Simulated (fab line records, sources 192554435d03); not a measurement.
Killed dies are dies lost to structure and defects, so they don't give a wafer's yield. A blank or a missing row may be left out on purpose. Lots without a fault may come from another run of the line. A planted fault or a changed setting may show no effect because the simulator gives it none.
Which tool did it? | flow n5_finfet | 12 lots, 36 wafers sampled, at 1 step of a route of 1938

WHAT THE GAUGES READ, wafer by wafer
N5_ZERO_LAYER_INSPECT_20: inspects for defects (darkfield).
lot  | measured    | on                | raw_defect_count
L075 | day 1 19:26 | defect_inspect-02 | 58 35 32
L077 | day 2 07:24 | defect_inspect-02 | 73 72 52
L079 | day 2 19:36 | defect_inspect-01 | 19 44 38
L081 | day 3 07:20 | defect_inspect-02 | 36 55 44
L083 | day 3 19:23 | defect_inspect-01 | 39 37 50
L085 | day 4 07:23 | defect_inspect-01 | 64 17 17
L087 | day 4 19:28 | defect_inspect-02 | 22 19 39
L089 | day 5 07:28 | defect_inspect-02 | 21 18 24
L091 | day 5 19:17 | defect_inspect-01 | 31 21 34
L093 | day 6 07:17 | defect_inspect-02 | 50 33 17
L095 | day 6 19:24 | defect_inspect-01 | 54 37 32
L097 | day 7 07:24 | defect_inspect-01 | 25 35 39

WHICH TOOL RAN EACH LOT (tool, then ch and the chambers of the sampled wafers, then the start)
The record holds no process step before these readings.

THE ANSWER, worked out from the rows above alone
Rule: what is usual is taken from the lots themselves. Put in order of their means at a reading, lots are off if they are a third of the lots or fewer, leave a main group of 4 or more, and stand apart from it by a gap of 3 or more times the standard deviation of the main group's means; of several such gaps the widest counts. A main group whose means are all the same, to the digits that the tables above print for the reading, isn't used. A lot without any number at a reading at which 4 lots or more have one is off too. The other lots that the step has rows for count as sound.
No lot is off at any reading shown: from this, nothing can be told.

WHAT THE SIMULATOR HAD PUT IN
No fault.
